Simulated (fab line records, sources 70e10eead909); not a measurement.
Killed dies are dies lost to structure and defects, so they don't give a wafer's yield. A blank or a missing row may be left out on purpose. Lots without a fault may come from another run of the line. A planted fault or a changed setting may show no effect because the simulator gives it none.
Which tool did it? | flow nand_harc | 7 lots, 21 wafers sampled, at 2 steps of a route of 1302

WHAT THE GAUGES READ, wafer by wafer
NHARC_A_ONON_D1_THK_MEAS_18: measures by ellipsometry.
lot  | measured     | on            | thk_nm (nm)
L495 | day 8 15:01  | film_metro-02 | 991 992 990
L497 | day 9 04:54  | film_metro-01 | 1002 1000 1000
L499 | day 10 11:48 | film_metro-01 | 978 981 979
L502 | day 11 12:28 | film_metro-02 | 997 993 995
L510 | day 15 07:31 | film_metro-01 | 1516 1518 1519
L513 | day 16 00:08 | film_metro-01 | 1518 1519 1517
L517 | day 18 00:58 | film_metro-01 | 1004 1004 1005

WHICH TOOL RAN EACH LOT (tool, then ch and the chambers of the sampled wafers, then the start)
lot  | NHARC_A_ONON_D1_DEP_16
L495 | pecvd_onon-04 ch 0, day 8 14:30
L497 | pecvd_onon-01 ch 0, day 9 04:23
L499 | pecvd_onon-04 ch 0, day 10 11:20
L502 | pecvd_onon-01 ch 0, day 11 12:01
L510 | pecvd_onon-01 ch 0, day 15 07:00
L513 | pecvd_onon-01 ch 0, day 15 23:37
L517 | pecvd_onon-02 ch 0, day 18 00:31
- NHARC_A_ONON_D1_DEP_16: target thk 1000 nm.

THE ANSWER, worked out from the rows above alone
Rule: what is usual is taken from the lots themselves. Put in order of their means at a reading, lots are off if they are a third of the lots or fewer, leave a main group of 4 or more, and stand apart from it by a gap of 3 or more times the standard deviation of the main group's means; of several such gaps the widest counts. A main group whose means are all the same, to the digits that the tables above print for the reading, isn't used. A lot without any number at a reading at which 4 lots or more have one is off too. The other lots that the step has rows for count as sound.
Off: L510, L513, at NHARC_A_ONON_D1_THK_MEAS_18 (thk_nm). The main group: mean 994 nm, standard deviation 8.7.
A tool fits if, at a process step before that reading, it ran every lot that is off, and no sound lot after the first of them. The gauges at NHARC_A_ONON_D1_THK_MEAS_18 are tried like those tools. One fits: pecvd_onon-01 at NHARC_A_ONON_D1_DEP_16. Its last sound lot is L502 (day 11 12:01), its first lot that is off L510 (day 15 07:00): a fault that began between those two fits.

WHAT THE SIMULATOR HAD PUT IN
Process parameter drift: pecvd_onon-01, from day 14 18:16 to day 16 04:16, at NHARC_A_ONON_D1_DEP_16. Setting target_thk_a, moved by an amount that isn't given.
Lots struck among those shown: L510, L513. The rule above found the same.
